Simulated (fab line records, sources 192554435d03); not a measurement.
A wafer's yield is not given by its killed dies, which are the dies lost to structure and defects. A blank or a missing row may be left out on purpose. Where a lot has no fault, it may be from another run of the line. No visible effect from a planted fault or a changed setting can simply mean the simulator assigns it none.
Which of the tools did it? -- flow n5 finfet -- 10 lots, 30 wafers sampled, at 3 steps of a route of 1938

WHAT THE GAUGES SHOWED, per wafer
N5_BEOL_M11_CD_MEAS_28 targets a cd of 70 nm.
lot,measured,on,cd nm (nm)
L126,day 12 03:23,cd sem-02,70.1 69.8 69.8
L135,day 14 03:20,cd sem-03,70.6 72.6 69.4
L138,day 14 18:55,cd sem-03,69.9 72.1 73.0
L141,day 15 03:59,cd sem-01,70.9 70.2 70.1
L140,day 15 19:27,cd sem-03,70.0 69.3 70.2
L143,day 16 06:12,cd sem-02,71.2 70.6 71.2
L145,day 16 06:59,cd sem-02,70.0 70.3 71.1
L147,day 17 16:28,cd sem-03,67.5 68.7 68.5
L148,day 17 19:14,cd sem-03,69.5 70.2 70.1
L149,day 18 14:52,cd sem-03,69.7 70.2 70.4

WHAT TOOL EACH LOT RAN ON (gives the tool, then ch and the chambers of the sampled wafers, and finally the start)
lot,N5_BEOL_M11_DESCUM_16,N5_BEOL_M11_PEB_26
L126,"rie diel-02 ch 0,1,3, day 12 01:15","litho track-03 ch 0, day 12 03:19"
L135,"rie diel-06 ch 2,3, day 14 02:24","litho track-01 ch 0, day 14 03:17"
L138,"rie diel-02 ch 0,1,2, day 14 18:01","litho track-01 ch 0, day 14 18:50"
L141,"rie diel-05 ch 1,3, day 15 01:11","litho track-03 ch 0, day 15 03:55"
L140,"rie diel-06 ch 1,3, day 15 16:13","litho track-02 ch 0, day 15 19:23"
L143,"rie diel-02 ch 1,2,3, day 16 04:32","litho track-02 ch 0, day 16 06:08"
L145,"rie diel-06 ch 0,2,3, day 16 04:56","litho track-03 ch 0, day 16 06:55"
L147,"rie diel-05 ch 0,1,2, day 17 12:44","litho track-01 ch 0, day 17 16:23"
L148,"rie diel-05 ch 0,2,3, day 17 17:55","litho track-03 ch 0, day 17 19:10"
L149,"rie diel-06 ch 0,1, day 18 12:58","litho track-01 ch 0, day 18 14:48"
- N5_BEOL_M11_DESCUM_16: chemistry O2, time 7.9 s.
- N5_BEOL_M11_PEB_26: peb time 60 s.

AS READ BY THE TOOLS THEMSELVES (means over the sampled wafers that have a number; for cases with no such wafer, the mark the record gives instead)
N5_BEOL_M11_DESCUM_16.
lot,tool,drypump motor current A (A),oes product au (a.u.),rf vpp V (V),showerhead plenum p Torr (Torr),temp c (C),throttle valve pct (%)
L126,rie diel-02,5.6,0.82,243.1,2.12,40.03,20.22
L135,rie diel-06,6.1,0.82,242.1,2.03,40.02,20.57
L138,rie diel-02,6.1,0.78,243.9,2.15,40.03,20.38
L141,rie diel-05,5.9,0.71,243.6,2.11,39.94,20.24
L140,rie diel-06,5.6,0.75,241.7,2.01,39.92,20.62
L143,rie diel-02,5.7,0.78,242.6,2.11,39.99,20.40
L145,rie diel-06,6.2,0.86,242.0,2.04,39.99,20.34
L147,rie diel-05,5.4,0.75,243.1,2.08,39.96,20.30
L148,rie diel-05,5.4,0.76,243.7,2.12,39.97,20.30
L149,rie diel-06,5.9,0.85,242.4,2.04,40.04,20.14

THE ANSWER, worked out from the rows above alone
Rule: the lots themselves supply what counts as usual. The widest of any qualifying gaps counts: lots, ordered by their means at a reading, are off when they make up no more than a third of the lots, leave a main group of 4 or more, and stand apart from it by 3 or more times the standard deviation of that group's means. If all means in a main group match to the digits the tables above print for the reading, that group is not used. A lot without any number at a reading at which 4 lots or more have one is off too. Where the step has rows for the other lots, those lots are counted as sound. Order of review: gauges by route order, followed by the tools' own readings, for which a lot's mean as printed above is used. At the first step where some lot is off, the reading lying furthest off is the one used; lots without a number count as furthest.
None of the lots is off at any reading shown; this tells nothing.

WHAT THE SIMULATOR HAD INSERTED
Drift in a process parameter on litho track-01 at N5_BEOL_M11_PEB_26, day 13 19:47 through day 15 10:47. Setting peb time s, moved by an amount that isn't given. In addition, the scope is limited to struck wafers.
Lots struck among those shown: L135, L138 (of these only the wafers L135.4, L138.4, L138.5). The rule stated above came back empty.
